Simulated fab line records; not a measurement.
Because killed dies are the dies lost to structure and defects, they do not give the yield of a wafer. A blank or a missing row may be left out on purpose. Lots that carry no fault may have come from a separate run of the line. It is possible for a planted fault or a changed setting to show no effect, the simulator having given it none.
Chamber matching / flow nand harc / 4 sister chambers for NHARC_A_CONTACT_CMP_20 on cmp-03
The step polishes, t overpolish 30 s, target thk 300 nm. 8 wafers are shown with their chamber, then 8 later ones without.

== EACH WAFER AND ITS CHAMBER ==
wafer=L077.2; chamber=1; motor current A (A)=10.9; time to endpoint s (s)=61
wafer=L077.3; chamber=0; motor current A (A)=12.7; time to endpoint s (s)=60
wafer=L081.3; chamber=0; motor current A (A)=12.4; time to endpoint s (s)=55
wafer=L082.5; chamber=3; motor current A (A)=13.0; time to endpoint s (s)=60
wafer=L083.1; chamber=2; motor current A (A)=11.3; time to endpoint s (s)=64
wafer=L083.2; chamber=3; motor current A (A)=12.8; time to endpoint s (s)=61
wafer=L083.4; chamber=1; motor current A (A)=11.1; time to endpoint s (s)=61
wafer=L091.2; chamber=2; motor current A (A)=13.1; time to endpoint s (s)=62

== WAFERS WITH NO CHAMBER GIVEN ==
wafer=L091.4; motor current A (A)=10.9; time to endpoint s (s)=61
wafer=L091.5; motor current A (A)=10.7; time to endpoint s (s)=62
wafer=L093.2; motor current A (A)=11.1; time to endpoint s (s)=62
wafer=L093.4; motor current A (A)=12.0; time to endpoint s (s)=63
wafer=L093.6; motor current A (A)=11.0; time to endpoint s (s)=63
wafer=L097.1; motor current A (A)=10.9; time to endpoint s (s)=61
wafer=L097.2; motor current A (A)=12.1; time to endpoint s (s)=60
wafer=L097.3; motor current A (A)=12.8; time to endpoint s (s)=53

== CHAMBER TAKEN BY EACH ==
wafer=L091.4; from the rows above=1; in truth=1
wafer=L091.5; from the rows above=can't be placed: 1 or 2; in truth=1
wafer=L093.2; from the rows above=can't be placed: 1 or 2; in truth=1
wafer=L093.4; from the rows above=can't be placed: 2 or 1 or 3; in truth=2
wafer=L093.6; from the rows above=can't be placed: 1 or 2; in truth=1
wafer=L097.1; from the rows above=1; in truth=1
wafer=L097.2; from the rows above=can't be placed: 3 or 0 or 2 or 1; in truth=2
wafer=L097.3; from the rows above=can't be placed: 0 or 3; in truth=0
Correct placement for 2 of the 8. These rows do not allow placing 6 (true chamber among the candidates in 6). 0 placed wrongly.
How it was worked out, from the rows above alone: a wafer's distance from a chamber is the root of the sum, over the readings, of the square of ((its reading less the chamber's mean) divided by the reading's scatter). The wafer belongs to the nearest chamber; if the next one is less than 2 further off, it can't be placed. The mean given for a chamber averages the wafers shown for that chamber. The scatter: take each reading less its chamber's mean, square it, sum over the shown wafers, divide by the number of wafers less the number of chambers, and take the root.
